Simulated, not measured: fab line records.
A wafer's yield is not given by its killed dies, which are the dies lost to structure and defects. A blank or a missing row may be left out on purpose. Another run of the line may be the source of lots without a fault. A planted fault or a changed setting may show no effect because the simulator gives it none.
Split-lot trial || flow n5_finfet || 21 wafers read across 7 lots, on a route 1938 steps long

## THE SPLIT
At N5_WELL_APT_PEB_23 (peb time 90 s), the setting peb_temp_c was moved away from the recipe's 130 C on 11 of the 21 wafers read, by -2.5% to +1.9%. All remaining wafers had this setting at the recipe value.

## FROM THE SPLIT TO THE READING: what the file shows between them, 2 steps
- N5_WELL_APT_DEVELOP_24: develop time 45 s
- N5_WELL_APT_HARDBAKE_29: time 120 s

## THE READING
cd_nm at N5_WELL_APT_CD_MEAS_25, given in nm (cd target 200 nm). A value of 200.5 nm with a standard deviation of 2 nm is what fault-free wafers of this fab line usually give.

{"wafer": "L074.1", "tool, chamber at the split": "litho_track-05, 0", "peb_temp_c as run, C": 132.5, "against the recipe": "+1.9%", "cd_nm, nm": 216.7, "against lot-mates on the recipe": "+13.7"}
{"wafer": "L074.4", "tool, chamber at the split": "litho_track-05, 0", "peb_temp_c as run, C": 132.5, "against the recipe": "+1.9%", "cd_nm, nm": 215.6, "against lot-mates on the recipe": "+12.6"}
{"wafer": "L074.5", "tool, chamber at the split": "litho_track-05, 0", "peb_temp_c as run, C": 130, "against the recipe": "recipe", "cd_nm, nm": 203.0, "against lot-mates on the recipe": "-"}
{"wafer": "L076.1", "tool, chamber at the split": "litho_track-05, 0", "peb_temp_c as run, C": 130, "against the recipe": "recipe", "cd_nm, nm": 198.6, "against lot-mates on the recipe": "-"}
{"wafer": "L076.2", "tool, chamber at the split": "litho_track-05, 0", "peb_temp_c as run, C": 130, "against the recipe": "recipe", "cd_nm, nm": 198.6, "against lot-mates on the recipe": "-"}
{"wafer": "L076.3", "tool, chamber at the split": "litho_track-05, 0", "peb_temp_c as run, C": 130, "against the recipe": "recipe", "cd_nm, nm": 202.0, "against lot-mates on the recipe": "-"}
{"wafer": "L077.1", "tool, chamber at the split": "litho_track-02, 0", "peb_temp_c as run, C": 127.9, "against the recipe": "-1.6%", "cd_nm, nm": 190.5, "against lot-mates on the recipe": "no lot-mate on the recipe"}
{"wafer": "L077.3", "tool, chamber at the split": "litho_track-02, 0", "peb_temp_c as run, C": 127.9, "against the recipe": "-1.6%", "cd_nm, nm": 188.2, "against lot-mates on the recipe": "no lot-mate on the recipe"}
{"wafer": "L077.6", "tool, chamber at the split": "litho_track-02, 0", "peb_temp_c as run, C": 127.9, "against the recipe": "-1.6%", "cd_nm, nm": 201.7, "against lot-mates on the recipe": "no lot-mate on the recipe"}
{"wafer": "L078.2", "tool, chamber at the split": "litho_track-02, 0", "peb_temp_c as run, C": 131.4, "against the recipe": "+1.1%", "cd_nm, nm": 211.6, "against lot-mates on the recipe": "+11.8"}
{"wafer": "L078.3", "tool, chamber at the split": "litho_track-02, 0", "peb_temp_c as run, C": 130, "against the recipe": "recipe", "cd_nm, nm": 206.0, "against lot-mates on the recipe": "-"}
{"wafer": "L078.6", "tool, chamber at the split": "litho_track-02, 0", "peb_temp_c as run, C": 130, "against the recipe": "recipe", "cd_nm, nm": 193.6, "against lot-mates on the recipe": "-"}
{"wafer": "L081.1", "tool, chamber at the split": "litho_track-01, 0", "peb_temp_c as run, C": 130, "against the recipe": "recipe", "cd_nm, nm": 200.1, "against lot-mates on the recipe": "-"}
{"wafer": "L081.3", "tool, chamber at the split": "litho_track-01, 0", "peb_temp_c as run, C": 127.5, "against the recipe": "-1.9%", "cd_nm, nm": 183.4, "against lot-mates on the recipe": -16.7}
{"wafer": "L081.4", "tool, chamber at the split": "litho_track-01, 0", "peb_temp_c as run, C": 127.5, "against the recipe": "-1.9%", "cd_nm, nm": 184.0, "against lot-mates on the recipe": -16.1}
{"wafer": "L085.1", "tool, chamber at the split": "litho_track-05, 0", "peb_temp_c as run, C": 126.8, "against the recipe": "-2.5%", "cd_nm, nm": 180.5, "against lot-mates on the recipe": -18.0}
{"wafer": "L085.4", "tool, chamber at the split": "litho_track-05, 0", "peb_temp_c as run, C": 130, "against the recipe": "recipe", "cd_nm, nm": 198.5, "against lot-mates on the recipe": "-"}
{"wafer": "L085.5", "tool, chamber at the split": "litho_track-05, 0", "peb_temp_c as run, C": 126.8, "against the recipe": "-2.5%", "cd_nm, nm": 180.8, "against lot-mates on the recipe": -17.7}
{"wafer": "L088.1", "tool, chamber at the split": "litho_track-01, 0", "peb_temp_c as run, C": 130, "against the recipe": "recipe", "cd_nm, nm": 198.3, "against lot-mates on the recipe": "-"}
{"wafer": "L088.2", "tool, chamber at the split": "litho_track-01, 0", "peb_temp_c as run, C": 130, "against the recipe": "recipe", "cd_nm, nm": 200.3, "against lot-mates on the recipe": "-"}
{"wafer": "L088.3", "tool, chamber at the split": "litho_track-01, 0", "peb_temp_c as run, C": 128, "against the recipe": "-1.5%", "cd_nm, nm": 185.7, "against lot-mates on the recipe": -13.6}

FIT RESULTS
A straight line over all 21 wafers: cd_nm changes by +7.69 nm for each +1% of peb_temp_c; r = +0.93; the points scatter about the line by 4.1 nm.
The same after taking each lot's own level away (the mean of its wafers on the recipe; 18 wafers): +7.7 nm for each +1%; r = +0.97; scatter 2.7 nm.
Per that fit: largest peb_temp_c move, reading shift of 19 nm.
Measured against the standard deviation above, the lots' own levels, which go from 198.50 to 203.00 nm, span 2.2 times it.
The two slopes are in agreement: the lot-to-lot level therefore moves the slope only a little.
Check: -19.4 nm against its lot-mates is what the line predicts for one of the wafers moved furthest among these (-2.5%) when that wafer is left out of the fit. Against them it came out at -18 nm.

## ADDITIONAL SPLITS CARRIED BY THESE WAFERS
These wafers also went through other splits before the reading. Each is held against what the fit with the lots' levels taken away leaves over:
{"other split on the same wafers": "N5_ZERO_LAYER_PECVD_02 time_s", "wafers away from the commonest value": 8, "r with cd_nm (lot level and that fit taken away)": -0.14}
{"other split on the same wafers": "N5_ZERO_LAYER_COAT_05 spin_rpm", "wafers away from the commonest value": 5, "r with cd_nm (lot level and that fit taken away)": "+0.35"}
{"other split on the same wafers": "N5_WELL_APT_EXPOSE_22 dose_mj", "wafers away from the commonest value": 5, "r with cd_nm (lot level and that fit taken away)": "+0.41"}

## THE WHOLE CHAIN: every reading that the file lists as answering this split, in the file's order
{"step": "N5_WELL_APT_CD_MEAS_25", "what it does": "target cd 200 nm", "reading": "cd_nm", "change (the file's fit)": "+7.9 nm for each +1% of the setting", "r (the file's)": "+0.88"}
{"step": "N5_WELL_APT_DESCUM_30", "what it does": "chemistry O2, time 7.9 s", "reading": "WELL_APT.cd_nm (the simulator's own value, which no gauge read)", "change (the file's fit)": "+7.96 nm for each +1% of the setting", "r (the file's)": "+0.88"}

## FILE'S OWN FIT
cd_nm changes by +7.9 nm for each +1% of peb_temp_c, r = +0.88.
